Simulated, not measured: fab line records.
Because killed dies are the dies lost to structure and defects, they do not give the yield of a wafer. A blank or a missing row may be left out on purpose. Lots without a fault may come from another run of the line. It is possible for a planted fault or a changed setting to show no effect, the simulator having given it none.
Struck lot and sound lot, side by side | flow nand harc | 40 out of 1159 route steps
Sound: these wafers, L409.2, L409.5, L409.6. Struck: wafer L418.3 (L418.1, L418.2, from the same lot, were not struck and are left out); the cause is given at the end.
Each step with rows lists, per side, the tool, then ch with its chambers, then its first start. Under that, the readings that differ: sound wafers | struck wafers | difference of the means | sigmas: that difference in standard deviations of wafers without a fault.
alike: words and numbers the same on both sides, and readings whose means are apart by under 2 such deviations; not compared: readings that were withheld, readings missing a value for some wafer, numbers with overlapping values and no deviation given by the record, and bounds like >300 which may hide the same value.
Wherever a step has rows on one side only, a row that says differs or no value, or a row with sigmas, the two part there. Numbers that have no deviation but don't overlap get no sigmas and don't part them. A reading missing from all wafers of one side parts the sides only when that side holds two or more wafers.

first, 1 step without rows for these wafers: NHARC_A_BONDPAD_HARDBAKE_10 (time 65 s).
NHARC_A_BONDPAD_DESCUM_11: chemistry O2, time 3 s.
  sound on rie diel-03 ch 1,2,3, day 19 14:38; struck on rie diel-03 ch 0, day 23 05:47
  reading                | sound                | struck | difference | sigmas
  oes product au (a.u.)  | 0.986 0.987 0.990    | 1.011  | +0.023     | +3
  throttle valve pct (%) | 11.306 11.295 11.323 | 11.333 | +0.025     | +3
  alike: drypump motor current A, o2 flow sccm, rf vpp V, showerhead plenum p Torr
  not compared: rf hours counter h
NHARC_A_BONDPAD_ETCH_34: etches the open film in N2/H2, target depth 60 nm, overetch 18 nm, time 65.91 s.
  sound on rie diel-03 ch 0,3, day 19 14:42; struck on rie diel-03 ch 2, day 23 05:52
  alike: drypump motor current A, h2 flow sccm, oes product au, rf vpp V, showerhead plenum p Torr, throttle valve pct
  not compared: rf hours counter h
NHARC_A_BONDPAD_ETCH_12: etches the open film in CHF3/O2, target depth 220 nm, time 110 s.
  sound: rie diel-03 ch 0,1,2; struck: rie diel-03 ch 3
  reading               | sound             | struck | difference | sigmas
  oes product au (a.u.) | 0.959 0.975 0.988 | 0.929  | -0.045     | -2
  alike: drypump motor current A, o2 flow sccm, rf vpp V, showerhead plenum p Torr, throttle valve pct
  not compared: rf hours counter h
NHARC_A_BONDPAD_CD_MEAS_13:
  sound on cd sem-01 at day 19 14:56; struck on cd sem-01 at day 23 06:05
  alike: cd nm
NHARC_A_BONDPAD_STRIP_15: strips in O2.
  sound on rie diel-03 ch 0,2,3, day 19 15:03; struck on rie diel-03 ch 2, day 23 06:11
  reading               | sound             | struck | difference | sigmas
  oes product au (a.u.) | 0.993 0.995 0.989 | 1.007  | +0.015     | +2
  alike: drypump motor current A, o2 flow sccm, rf vpp V, showerhead plenum p Torr, throttle valve pct
  not compared: rf hours counter h
NHARC_A_BONDPAD_ETCH_24: etches the open film in CF4/N2, target depth 30 nm, time 72.99 s.
  sound: rie diel-03 ch 0,1; struck: rie diel-03 ch 1
  alike: drypump motor current A, oes product au, rf vpp V, showerhead plenum p Torr, throttle valve pct
  not compared: rf hours counter h
then, 5 steps without rows for these wafers: NHARC_A_BONDPAD_STRIP_16 (strips in post etch residue remover, time 600 s); NHARC_A_BONDPAD_DEGAS_25 (time 60 s); NHARC_A_BONDPAD_PRE_CLEAN_26 (time 30 s); NHARC_A_BONDPAD_PVD_17 (deposits TaN, target thk 5 nm, time 8.06 s); NHARC_A_BONDPAD_PVD_27 (deposits Cu, target thk 30 nm, time 20.49 s).
NHARC_A_BONDPAD_ECD_18: material Cu, target thk 400 nm.
  sound on ecd cu-02 ch 0,1, day 19 15:56; struck on ecd cu-01 ch 0,1, day 23 07:05
then, 3 steps without rows for these wafers: NHARC_A_BONDPAD_ANNEAL_28 (time 90 s); NHARC_A_BONDPAD_CMP_19 (polishes, t overpolish 30 s, cu recess touch 16 s, target thk 169.8 nm); NHARC_A_BONDPAD_SRD_21 (time 30 s, dry time 20 s).
NHARC_A_BONDPAD_INSPECT_23:
  sound on defect inspect-02 at day 19 17:13; struck on defect inspect-01 at day 23 08:22
  alike: raw defect count
then, 5 steps without rows for these wafers: NHARC_HYBRID_BOND_ACTIVATE_00 (chemistry N2, time 60 s); NHARC_HYBRID_BOND_PRECLEAN_01 (cleans in DIW, time 300 s); NHARC_HYBRID_BOND_SRD_02 (time 30 s, dry time 20 s); NHARC_HYBRID_BOND_BOND_03; NHARC_HYBRID_BOND_ANNEAL_04 (time 7200 s).
NHARC_HYBRID_BOND_OVL_MEAS_05:
  sound wafers here have rows in the record (overlay-01, day 20 01:20); struck ones have none
NHARC_HYBRID_BOND_INSPECT_06: inspects for defects (ir void).
  sound wafers here have rows in the record (defect inspect-02, day 20 01:23); struck ones have none
then, 2 steps without rows for these wafers: NHARC_THIN_TSV_GRIND_00; NHARC_THIN_TSV_CMP_01 (polishes).
NHARC_THIN_TSV_THK_MEAS_02: measures by ir.
  sound wafers here have rows in the record (film metro-02, day 20 03:03); struck ones have none
then, 12 steps without rows for these wafers: NHARC_THIN_TSV_SRD_03; NHARC_THIN_TSV_PRECLEAN_41 (cleans in SC1); NHARC_THIN_TSV_SRD_42; NHARC_THIN_TSV_DEP_43 (deposits SiO2, target thk 1328.5 nm); NHARC_THIN_TSV_DEHYDRATE_04 (time 120 s); NHARC_THIN_TSV_HMDS_05 (time 30 s); NHARC_THIN_TSV_COAT_06; NHARC_THIN_TSV_SOFTBAKE_07 (time 95 s); NHARC_THIN_TSV_EBR_08; NHARC_THIN_TSV_EXPOSE_09 (exposes mask TSV); NHARC_THIN_TSV_PEB_10 (peb time 85 s); NHARC_THIN_TSV_DEVELOP_11 (time 70 s).
NHARC_END_SORT_01:
  only the struck wafers appear in the record here, on prober-01 ch 0 at day 24 22:05; the sound ones have no rows

WHERE THEY PART
First at NHARC_A_BONDPAD_DESCUM_11; last, within this record, at NHARC_END_SORT_01.

WHY: whatever the simulator had introduced
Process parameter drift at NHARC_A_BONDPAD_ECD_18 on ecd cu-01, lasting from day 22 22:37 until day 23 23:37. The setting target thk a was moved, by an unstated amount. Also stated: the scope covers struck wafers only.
